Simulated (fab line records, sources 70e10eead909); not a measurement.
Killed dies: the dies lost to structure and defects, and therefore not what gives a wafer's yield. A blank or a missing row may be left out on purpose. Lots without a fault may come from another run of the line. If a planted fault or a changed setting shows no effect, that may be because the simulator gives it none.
The tool behind it: which one? / flow nand harc / 42 wafers from 14 lots sampled at 5 of the route's 1302 steps

== WHAT EACH GAUGE READ, for each wafer ==
NHARC_P_M2_THK_MEAS_24: measures by xrf. Usual: thk nm 144.7 nm, standard deviation 1.4.
lot=L421; measured=day 7 04:59; on=film metro-02; thk nm (nm)=147.7 143.6 145.6; flag=
lot=L420; measured=day 7 05:53; on=film metro-01; thk nm (nm)=144.0 143.4 145.4; flag=
lot=L428; measured=day 10 19:15; on=film metro-02; thk nm (nm)=143.9 143.9 145.0; flag=
lot=L430; measured=day 11 03:12; on=film metro-02; thk nm (nm)=403.5 397.9 404.7; flag=OFF
lot=L429; measured=day 11 03:28; on=film metro-01; thk nm (nm)=398.8 391.8 396.4; flag=OFF
lot=L431; measured=day 11 17:02; on=film metro-01; thk nm (nm)=145.2 146.0 145.2; flag=
lot=L432; measured=day 11 20:04; on=film metro-01; thk nm (nm)=142.1 144.3 143.4; flag=
lot=L434; measured=day 12 15:34; on=film metro-02; thk nm (nm)=144.8 144.9 143.6; flag=
lot=L435; measured=day 13 02:44; on=film metro-01; thk nm (nm)=144.9 143.8 143.0; flag=
lot=L436; measured=day 13 15:55; on=film metro-02; thk nm (nm)=146.1 147.5 144.2; flag=
lot=L437; measured=day 13 22:05; on=film metro-02; thk nm (nm)=143.0 141.9 145.3; flag=
lot=L438; measured=day 14 08:25; on=film metro-02; thk nm (nm)=145.6 145.3 143.6; flag=
lot=L439; measured=day 14 19:22; on=film metro-02; thk nm (nm)=146.2 145.7 146.5; flag=
lot=L440; measured=day 15 10:14; on=film metro-02; thk nm (nm)=144.7 146.1 144.3; flag=

NHARC_P_M2_INSPECT_27. Usual: raw defect count 323, standard deviation 120.
lot=L421; measured=day 7 05:08; on=defect inspect-01; raw defect count=308 356 371; flag=
lot=L420; measured=day 7 06:02; on=defect inspect-01; raw defect count=348 282 426; flag=
lot=L428; measured=day 10 19:25; on=defect inspect-02; raw defect count=327 223 344; flag=
lot=L430; measured=day 11 03:22; on=defect inspect-02; raw defect count=192 201 202; flag=
lot=L429; measured=day 11 03:38; on=defect inspect-01; raw defect count=488 346 262; flag=
lot=L431; measured=day 11 17:11; on=defect inspect-01; raw defect count=270 279 257; flag=
lot=L432; measured=day 11 20:14; on=defect inspect-01; raw defect count=316 262 233; flag=
lot=L434; measured=day 12 15:43; on=defect inspect-02; raw defect count=380 351 227; flag=
lot=L435; measured=day 13 02:53; on=defect inspect-02; raw defect count=229 226 227; flag=
lot=L436; measured=day 13 16:04; on=defect inspect-01; raw defect count=146 263 166; flag=
lot=L437; measured=day 13 22:15; on=defect inspect-01; raw defect count=394 337 388; flag=
lot=L438; measured=day 14 08:35; on=defect inspect-02; raw defect count=322 438 341; flag=
lot=L439; measured=day 14 19:31; on=defect inspect-01; raw defect count=287 175 336; flag=
lot=L440; measured=day 15 10:24; on=defect inspect-02; raw defect count=254 207 348; flag=

== EACH LOT AND THE TOOL THAT RAN IT (in order: tool; ch and the chambers of the sampled wafers; start) ==
lot=L421; NHARC_P_M2_DESCUM_14=rie diel-03 ch 0,1,2, day 7 02:35; NHARC_P_M2_ETCH_28=rie diel-01 ch 1,2,3, day 7 04:40 or earlier; NHARC_P_M2_CMP_23=cmp-02 ch 0,1, day 7 04:40
lot=L420; NHARC_P_M2_DESCUM_14=rie diel-03 ch 1,2,3, day 7 03:03; NHARC_P_M2_ETCH_28=rie diel-10 ch 0,1,2, day 7 05:34 or earlier; NHARC_P_M2_CMP_23=cmp-02 ch 0,1, day 7 05:34
lot=L428; NHARC_P_M2_DESCUM_14=rie diel-01 ch 0,1,3, day 10 16:49; NHARC_P_M2_ETCH_28=rie diel-03 ch 0,1, day 10 18:58 or earlier; NHARC_P_M2_CMP_23=cmp-03 ch 0,1, day 10 18:58
lot=L430; NHARC_P_M2_DESCUM_14=rie diel-01 ch 0,1,2, day 11 00:47; NHARC_P_M2_ETCH_28=rie diel-01 ch 0,2,3, day 11 02:55 or earlier; NHARC_P_M2_CMP_23=cmp-03 ch 0,2,3, day 11 02:55
lot=L429; NHARC_P_M2_DESCUM_14=rie diel-03 ch 1,2,3, day 11 00:56; NHARC_P_M2_ETCH_28=rie diel-03 ch 1,2,3, day 11 03:09 or earlier; NHARC_P_M2_CMP_23=cmp-02 ch 0,1,2, day 11 03:09
lot=L431; NHARC_P_M2_DESCUM_14=rie diel-01 ch 1,2,3, day 11 14:35; NHARC_P_M2_ETCH_28=rie diel-01 ch 0,1,3, day 11 16:44 or earlier; NHARC_P_M2_CMP_23=cmp-03 ch 1,2,3, day 11 16:44
lot=L432; NHARC_P_M2_DESCUM_14=rie diel-01 ch 1,2, day 11 17:33; NHARC_P_M2_ETCH_28=rie diel-10 ch 1,2, day 11 19:44 or earlier; NHARC_P_M2_CMP_23=cmp-02 ch 1,2, day 11 19:44
lot=L434; NHARC_P_M2_DESCUM_14=rie diel-01 ch 1,2, day 12 13:08; NHARC_P_M2_ETCH_28=rie diel-10 ch 1,3, day 12 15:18 or earlier; NHARC_P_M2_CMP_23=cmp-04 ch 0,1,2, day 12 15:18
lot=L435; NHARC_P_M2_DESCUM_14=rie diel-01 ch 1,2, day 13 00:16; NHARC_P_M2_ETCH_28=rie diel-10 ch 0,2,3, day 13 02:25 or earlier; NHARC_P_M2_CMP_23=cmp-03 ch 0,1,2, day 13 02:25
lot=L436; NHARC_P_M2_DESCUM_14=rie diel-01 ch 1,2, day 13 13:28; NHARC_P_M2_ETCH_28=rie diel-10 ch 0,3, day 13 15:36 or earlier; NHARC_P_M2_CMP_23=cmp-03 ch 0,2, day 13 15:36
lot=L437; NHARC_P_M2_DESCUM_14=rie diel-10 ch 0,1,2, day 13 19:39; NHARC_P_M2_ETCH_28=rie diel-03 ch 0,1,2, day 13 21:47 or earlier; NHARC_P_M2_CMP_23=cmp-02 ch 1,2,3, day 13 21:47
lot=L438; NHARC_P_M2_DESCUM_14=rie diel-01 ch 0,1,3, day 14 06:00; NHARC_P_M2_ETCH_28=rie diel-10 ch 0,1,3, day 14 08:07 or earlier; NHARC_P_M2_CMP_23=cmp-04 ch 0,1,3, day 14 08:07
lot=L439; NHARC_P_M2_DESCUM_14=rie diel-10 ch 1,2,3, day 14 16:56; NHARC_P_M2_ETCH_28=rie diel-03 ch 0,2,3, day 14 19:03 or earlier; NHARC_P_M2_CMP_23=cmp-04 ch 1,2, day 14 19:03
lot=L440; NHARC_P_M2_DESCUM_14=rie diel-01 ch 0,2,3, day 15 07:50; NHARC_P_M2_ETCH_28=rie diel-03 ch 0,2,3, day 15 09:56 or earlier; NHARC_P_M2_CMP_23=cmp-04 ch 0,2,3, day 15 09:56
- NHARC_P_M2_DESCUM_14: chemistry O2, time 3 s.
- NHARC_P_M2_ETCH_28: etches the open film in CF4/N2, target depth 30 nm, time 72.99 s.
- NHARC_P_M2_CMP_23: polishes, t overpolish 20 s, target thk 144.3 nm.

== AS READ BY THE TOOLS THEMSELVES (means over the sampled wafers that have a number; for cases with no such wafer, the mark the record gives instead) ==
NHARC_P_M2_DESCUM_14. Usual: drypump motor current A 5.7 A, standard deviation 0.46; oes product au 1.001 a.u., standard deviation 0.0088; rf vpp V 57.8 V, standard deviation 0.83; showerhead plenum p Torr 1.94 Torr, standard deviation 0.088; throttle valve pct 11.311 %, standard deviation 0.0088.
lot=L421; tool=rie diel-03; drypump motor current A (A)=5.7; oes product au (a.u.)=1.001; rf vpp V (V)=57.4; showerhead plenum p Torr (Torr)=1.88; throttle valve pct (%)=11.313; flag=
lot=L420; tool=rie diel-03; drypump motor current A (A)=5.6; oes product au (a.u.)=1.007; rf vpp V (V)=57.9; showerhead plenum p Torr (Torr)=1.85; throttle valve pct (%)=11.309; flag=
lot=L428; tool=rie diel-01; drypump motor current A (A)=5.3; oes product au (a.u.)=0.994; rf vpp V (V)=57.3; showerhead plenum p Torr (Torr)=1.95; throttle valve pct (%)=11.305; flag=
lot=L430; tool=rie diel-01; drypump motor current A (A)=5.5; oes product au (a.u.)=1.001; rf vpp V (V)=58.1; showerhead plenum p Torr (Torr)=1.89; throttle valve pct (%)=11.307; flag=
lot=L429; tool=rie diel-03; drypump motor current A (A)=5.5; oes product au (a.u.)=0.999; rf vpp V (V)=57.5; showerhead plenum p Torr (Torr)=1.85; throttle valve pct (%)=11.307; flag=
lot=L431; tool=rie diel-01; drypump motor current A (A)=5.8; oes product au (a.u.)=0.996; rf vpp V (V)=57.2; showerhead plenum p Torr (Torr)=1.92; throttle valve pct (%)=11.313; flag=
lot=L432; tool=rie diel-01; drypump motor current A (A)=5.8; oes product au (a.u.)=0.992; rf vpp V (V)=57.9; showerhead plenum p Torr (Torr)=1.85; throttle valve pct (%)=11.305; flag=
lot=L434; tool=rie diel-01; drypump motor current A (A)=6.0; oes product au (a.u.)=0.999; rf vpp V (V)=57.5; showerhead plenum p Torr (Torr)=1.86; throttle valve pct (%)=11.316; flag=
lot=L435; tool=rie diel-01; drypump motor current A (A)=5.8; oes product au (a.u.)=0.997; rf vpp V (V)=56.9; showerhead plenum p Torr (Torr)=1.85; throttle valve pct (%)=11.318; flag=
lot=L436; tool=rie diel-01; drypump motor current A (A)=5.8; oes product au (a.u.)=0.996; rf vpp V (V)=57.7; showerhead plenum p Torr (Torr)=1.85; throttle valve pct (%)=11.313; flag=
lot=L437; tool=rie diel-10; drypump motor current A (A)=5.6; oes product au (a.u.)=1.006; rf vpp V (V)=58.1; showerhead plenum p Torr (Torr)=2.00; throttle valve pct (%)=11.311; flag=
lot=L438; tool=rie diel-01; drypump motor current A (A)=5.3; oes product au (a.u.)=1.002; rf vpp V (V)=58.2; showerhead plenum p Torr (Torr)=1.94; throttle valve pct (%)=11.300; flag=
lot=L439; tool=rie diel-10; drypump motor current A (A)=5.9; oes product au (a.u.)=1.000; rf vpp V (V)=57.5; showerhead plenum p Torr (Torr)=2.00; throttle valve pct (%)=11.319; flag=
lot=L440; tool=rie diel-01; drypump motor current A (A)=5.5; oes product au (a.u.)=1.000; rf vpp V (V)=57.8; showerhead plenum p Torr (Torr)=1.96; throttle valve pct (%)=11.320; flag=

NHARC_P_M2_ETCH_28. Usual: drypump motor current A 5.7 A, standard deviation 0.42; oes product au 1.002 a.u., standard deviation 0.0086; rf vpp V 314.7 V, standard deviation 2; showerhead plenum p Torr 2.66 Torr, standard deviation 0.11; throttle valve pct 19.795 %, standard deviation 0.0088.
lot=L421; tool=rie diel-01; drypump motor current A (A)=5.8; oes product au (a.u.)=1.004; rf vpp V (V)=314.0; showerhead plenum p Torr (Torr)=2.64; throttle valve pct (%)=19.798; flag=
lot=L420; tool=rie diel-10; drypump motor current A (A)=5.6; oes product au (a.u.)=1.001; rf vpp V (V)=315.7; showerhead plenum p Torr (Torr)=2.73; throttle valve pct (%)=19.789; flag=
lot=L428; tool=rie diel-03; drypump motor current A (A)=5.7; oes product au (a.u.)=0.990; rf vpp V (V)=315.5; showerhead plenum p Torr (Torr)=2.68; throttle valve pct (%)=19.802; flag=
lot=L430; tool=rie diel-01; drypump motor current A (A)=5.5; oes product au (a.u.)=0.998; rf vpp V (V)=315.9; showerhead plenum p Torr (Torr)=2.69; throttle valve pct (%)=19.798; flag=
lot=L429; tool=rie diel-03; drypump motor current A (A)=5.6; oes product au (a.u.)=1.002; rf vpp V (V)=313.0; showerhead plenum p Torr (Torr)=2.55; throttle valve pct (%)=19.795; flag=
lot=L431; tool=rie diel-01; drypump motor current A (A)=5.3; oes product au (a.u.)=1.001; rf vpp V (V)=315.2; showerhead plenum p Torr (Torr)=2.67; throttle valve pct (%)=19.789; flag=
lot=L432; tool=rie diel-10; drypump motor current A (A)=5.6; oes product au (a.u.)=1.010; rf vpp V (V)=317.0; showerhead plenum p Torr (Torr)=2.79; throttle valve pct (%)=19.789; flag=
lot=L434; tool=rie diel-10; drypump motor current A (A)=5.8; oes product au (a.u.)=1.005; rf vpp V (V)=316.6; showerhead plenum p Torr (Torr)=2.74; throttle valve pct (%)=19.791; flag=
lot=L435; tool=rie diel-10; drypump motor current A (A)=6.0; oes product au (a.u.)=1.009; rf vpp V (V)=315.6; showerhead plenum p Torr (Torr)=2.68; throttle valve pct (%)=19.793; flag=
lot=L436; tool=rie diel-10; drypump motor current A (A)=5.9; oes product au (a.u.)=0.999; rf vpp V (V)=315.2; showerhead plenum p Torr (Torr)=2.62; throttle valve pct (%)=19.796; flag=
lot=L437; tool=rie diel-03; drypump motor current A (A)=5.7; oes product au (a.u.)=1.002; rf vpp V (V)=313.6; showerhead plenum p Torr (Torr)=2.58; throttle valve pct (%)=19.796; flag=
lot=L438; tool=rie diel-10; drypump motor current A (A)=5.8; oes product au (a.u.)=1.003; rf vpp V (V)=315.1; showerhead plenum p Torr (Torr)=2.68; throttle valve pct (%)=19.790; flag=
lot=L439; tool=rie diel-03; drypump motor current A (A)=5.8; oes product au (a.u.)=1.007; rf vpp V (V)=313.1; showerhead plenum p Torr (Torr)=2.61; throttle valve pct (%)=19.791; flag=
lot=L440; tool=rie diel-03; drypump motor current A (A)=5.8; oes product au (a.u.)=1.001; rf vpp V (V)=314.1; showerhead plenum p Torr (Torr)=2.61; throttle valve pct (%)=19.787; flag=

NHARC_P_M2_CMP_23. Usual: edge zone pressure frac 0.999, standard deviation 0.0044; motor current A 12.0 A, standard deviation 0.91; slurry filter dp kPa 13.50 kPa, standard deviation 0.14; time to endpoint s 29.5 s, standard deviation 2.2.
lot=L421; tool=cmp-02; edge zone pressure frac=1.005; motor current A (A)=13.3; slurry filter dp kPa (kPa)=13.57; time to endpoint s (s)=28.8; flag=
lot=L420; tool=cmp-02; edge zone pressure frac=1.002; motor current A (A)=13.4; slurry filter dp kPa (kPa)=13.55; time to endpoint s (s)=28.3; flag=
lot=L428; tool=cmp-03; edge zone pressure frac=0.996; motor current A (A)=13.2; slurry filter dp kPa (kPa)=13.59; time to endpoint s (s)=29.1; flag=
lot=L430; tool=cmp-03; edge zone pressure frac=-; motor current A (A)=-; slurry filter dp kPa (kPa)=-; time to endpoint s (s)=-; flag=OFF
lot=L429; tool=cmp-02; edge zone pressure frac=-; motor current A (A)=-; slurry filter dp kPa (kPa)=-; time to endpoint s (s)=-; flag=OFF
lot=L431; tool=cmp-03; edge zone pressure frac=0.998; motor current A (A)=11.8; slurry filter dp kPa (kPa)=13.51; time to endpoint s (s)=28.1; flag=
lot=L432; tool=cmp-02; edge zone pressure frac=0.999; motor current A (A)=13.2; slurry filter dp kPa (kPa)=13.54; time to endpoint s (s)=30.3; flag=
lot=L434; tool=cmp-04; edge zone pressure frac=1.003; motor current A (A)=11.5; slurry filter dp kPa (kPa)=13.58; time to endpoint s (s)=28.9; flag=
lot=L435; tool=cmp-03; edge zone pressure frac=1.000; motor current A (A)=12.7; slurry filter dp kPa (kPa)=13.43; time to endpoint s (s)=31.2; flag=
lot=L436; tool=cmp-03; edge zone pressure frac=0.994; motor current A (A)=12.3; slurry filter dp kPa (kPa)=13.78; time to endpoint s (s)=30.1; flag=
lot=L437; tool=cmp-02; edge zone pressure frac=0.995; motor current A (A)=12.1; slurry filter dp kPa (kPa)=13.57; time to endpoint s (s)=29.9; flag=
lot=L438; tool=cmp-04; edge zone pressure frac=0.999; motor current A (A)=11.2; slurry filter dp kPa (kPa)=13.49; time to endpoint s (s)=32.0; flag=
lot=L439; tool=cmp-04; edge zone pressure frac=1.001; motor current A (A)=11.8; slurry filter dp kPa (kPa)=13.39; time to endpoint s (s)=31.6; flag=
lot=L440; tool=cmp-04; edge zone pressure frac=0.999; motor current A (A)=11.7; slurry filter dp kPa (kPa)=13.48; time to endpoint s (s)=26.4; flag=

== THE ANSWER, worked out from the rows above alone ==
Rule: lot off if the mean of its wafers having a number is beyond 3 standard deviations from the usual mean. A lot without any number at a reading at which 4 lots or more have one is off too. Any other lot the step has rows for is counted as sound. After the gauges, taken in route order, come the tools' own readings; for these a lot's mean is taken, as printed above. At the first step where some lot is off, the reading lying furthest off is the one used; lots without a number count as furthest.
Off: L430, L429 (NHARC_P_M2_THK_MEAS_24, thk nm).
A tool fits if, at a process step before that reading, it ran every lot that is off, and no sound lot after the first of them. Not tried: the gauges at NHARC_P_M2_THK_MEAS_24; whatever is off there is also off at NHARC_P_M2_CMP_23, on other tools, and gauge error can't account for it. NHARC_P_M2_ETCH_28: start missing for some lots; hours and lot order therefore follow NHARC_P_M2_CMP_23. None of those tried fits.

== WHAT THE SIMULATOR HAD INSERTED ==
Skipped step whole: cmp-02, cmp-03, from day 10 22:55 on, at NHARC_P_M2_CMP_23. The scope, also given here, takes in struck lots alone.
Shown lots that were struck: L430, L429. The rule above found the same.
